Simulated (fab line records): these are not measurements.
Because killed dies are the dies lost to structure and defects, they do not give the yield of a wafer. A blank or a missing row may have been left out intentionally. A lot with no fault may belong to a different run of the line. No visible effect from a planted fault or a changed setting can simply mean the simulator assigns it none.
Which tool was responsible? | flow nandHarc | Sampling: 12 lots, 36 wafers, 2 of 1302 route steps

## WHAT THE GAUGES READ, wafer by wafer
NHARC_P_CONTACT_OVL_MEAS_13.
lot  | measured     | on         | overlayXNm (nm)
L075 | day 6 08:33  | overlay-02 | 1.2 1.6 1.8
L076 | day 7 00:15  | overlay-01 | 0.2 0.5 0.3
L079 | day 8 02:28  | overlay-02 | -0.6 0.0 0.3
L081 | day 8 18:16  | overlay-02 | 0.7 0.2 0.5
L082 | day 9 12:38  | overlay-01 | 0.3 0.3 0.1
L085 | day 10 13:47 | overlay-01 | 0.7 0.8 1.2
L089 | day 11 22:44 | overlay-01 | 0.7 0.9 0.4
L087 | day 12 04:13 | overlay-02 | -0.7 -0.2 -0.7
L091 | day 13 01:44 | overlay-02 | -0.8 -0.7 -0.8
L093 | day 14 02:56 | overlay-02 | -0.6 -0.7 -1.1
L096 | day 14 21:43 | overlay-02 | 1.0 1.5 0.8
L097 | day 15 09:57 | overlay-02 | 1.3 1.4 0.8

## TOOL THAT RAN EACH LOT (tool first, then ch and the chambers of the sampled wafers, then the start)
lot  | NHARC_P_CONTACT_CMP_01
L075 | cmp-03 ch 0,1,3, day 6 07:41
L076 | cmp-04 ch 0,1,3, day 6 23:20
L079 | cmp-04 ch 1,2,3, day 8 01:32
L081 | cmp-02 ch 0,2, day 8 17:21
L082 | cmp-04 ch 0,1,2, day 9 11:53
L085 | cmp-02 ch 0,1,3, day 10 12:52
L089 | cmp-02 ch 0,3, day 11 21:50
L087 | cmp-03 ch 0,2,3, day 12 03:18
L091 | cmp-02 ch 2,3, day 13 00:50
L093 | cmp-02 ch 0,2,3, day 14 02:01
L096 | cmp-04 ch 2,3, day 14 20:48
L097 | cmp-04 ch 0,3, day 15 09:04
- NHARC_P_CONTACT_CMP_01: polishes SiO2, target thk 200 nm.

## THE ANSWER, worked out from the rows above alone
Rule: the usual values come from the lots themselves. Put in order of their means at a reading, lots are off if they are a third of the lots or fewer, leave a main group of 4 or more, and stand apart from it by a gap of 3 or more times the standard deviation of the main group's means; of several such gaps the widest counts. Not used: any main group whose means are identical at the precision the tables above print for the reading. Also off: a lot with no number at a reading for which 4 or more lots have one. The other lots that the step has rows for count as sound.
No lot is off at any reading shown: from this, nothing can be told.

## WHAT WAS PUT IN BY THE SIMULATOR
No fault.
